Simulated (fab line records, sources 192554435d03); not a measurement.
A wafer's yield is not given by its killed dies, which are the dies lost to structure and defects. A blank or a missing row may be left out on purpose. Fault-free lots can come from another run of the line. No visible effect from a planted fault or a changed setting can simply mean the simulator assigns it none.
What tool caused it? | flow n5 finfet | 12 lots, 36 wafers sampled, at 2 steps of a route of 1938

## WHAT THE GAUGES READ, wafer by wafer
N5_WELL_APT_OVL_MEAS_09.
lot  | measured    | on         | NWELL_OVL (nm)
L450 | day 1 19:38 | overlay-02 | 6 9 0
L451 | day 2 01:59 | overlay-02 | -1 -10 1
L455 | day 3 01:45 | overlay-01 | 16 13 11
L456 | day 3 07:51 | overlay-02 | 4 9 7
L457 | day 3 13:58 | overlay-02 | -5 -11 -1
L460 | day 4 07:59 | overlay-02 | 4 4 0
L461 | day 4 13:35 | overlay-01 | -1 5 5
L464 | day 5 08:09 | overlay-01 | -12 -2 -2
L465 | day 5 14:07 | overlay-02 | -1 -1 0
L466 | day 5 19:58 | overlay-02 | 8 -8 2
L467 | day 6 01:35 | overlay-01 | -5 0 -5
L469 | day 6 13:44 | overlay-02 | 5 6 -2

## WHAT TOOL EACH LOT RAN ON (gives the tool, then ch and the chambers of the sampled wafers, and finally the start)
lot  | N5_ZERO_LAYER_STRIP_24
L450 | plasma asher-02 ch 0,1, day 1 18:55
L451 | plasma asher-01 ch 0,1, day 2 01:07
L455 | plasma asher-02 ch 0,1, day 3 01:02
L456 | plasma asher-02 ch 0,1, day 3 07:02
L457 | plasma asher-02 ch 0,1, day 3 13:17
L460 | plasma asher-02 ch 1, day 4 07:10
L461 | plasma asher-01 ch 0,1, day 4 12:53
L464 | plasma asher-01 ch 0,1, day 5 07:13
L465 | plasma asher-02 ch 1, day 5 13:03
L466 | plasma asher-02 ch 0,1, day 5 19:09
L467 | plasma asher-02 ch 0,1, day 6 00:53
L469 | plasma asher-02 ch 0,1, day 6 13:04
- N5_ZERO_LAYER_STRIP_24: strips in O2.

## AS READ BY THE TOOLS THEMSELVES (means over the sampled wafers that have a number; for cases with no such wafer, the mark the record gives instead)
N5_ZERO_LAYER_STRIP_24.
lot  | tool            | drypump motor current A (A) | heater power w (W) | oes product au (a.u.) | strip time to endpoint s (s)
L450 | plasma asher-02 | 6.08                        | 327                | 0.647                 | 43.61
L451 | plasma asher-01 | 6.15                        | 306                | 0.649                 | 43.81
L455 | plasma asher-02 | 6.08                        | 325                | 0.648                 | 43.84
L456 | plasma asher-02 | 6.06                        | 308                | 0.644                 | 43.77
L457 | plasma asher-02 | 6.10                        | 324                | 0.646                 | 43.81
L460 | plasma asher-02 | 6.13                        | 344                | 0.649                 | 43.82
L461 | plasma asher-01 | 6.04                        | 334                | 0.648                 | 43.98
L464 | plasma asher-01 | 6.14                        | 309                | 0.645                 | 43.72
L465 | plasma asher-02 | 6.14                        | 343                | 0.648                 | 43.80
L466 | plasma asher-02 | 6.09                        | 329                | 0.648                 | 43.82
L467 | plasma asher-02 | 6.12                        | 326                | 0.649                 | 43.84
L469 | plasma asher-02 | 6.10                        | 325                | 0.645                 | 43.79

## THE ANSWER, worked out from the rows above alone
Rule: the usual values come from the lots themselves. The widest of any qualifying gaps counts: lots, ordered by their means at a reading, are off when they make up no more than a third of the lots, leave a main group of 4 or more, and stand apart from it by 3 or more times the standard deviation of that group's means. A main group is skipped when, at the precision printed for the reading in the tables above, its means are all equal. A lot without any number at a reading at which 4 lots or more have one is off too. The other lots that the step has rows for count as sound. After the gauges, taken in route order, come the tools' own readings; for these a lot's mean is taken, as printed above. The first step at which some lot is off is used, and at that step the reading that is off furthest; a lot without a number counts as furthest.
No lot is off on any of the readings shown, so nothing can be concluded from this.

## WHAT THE SIMULATOR HAD INSERTED
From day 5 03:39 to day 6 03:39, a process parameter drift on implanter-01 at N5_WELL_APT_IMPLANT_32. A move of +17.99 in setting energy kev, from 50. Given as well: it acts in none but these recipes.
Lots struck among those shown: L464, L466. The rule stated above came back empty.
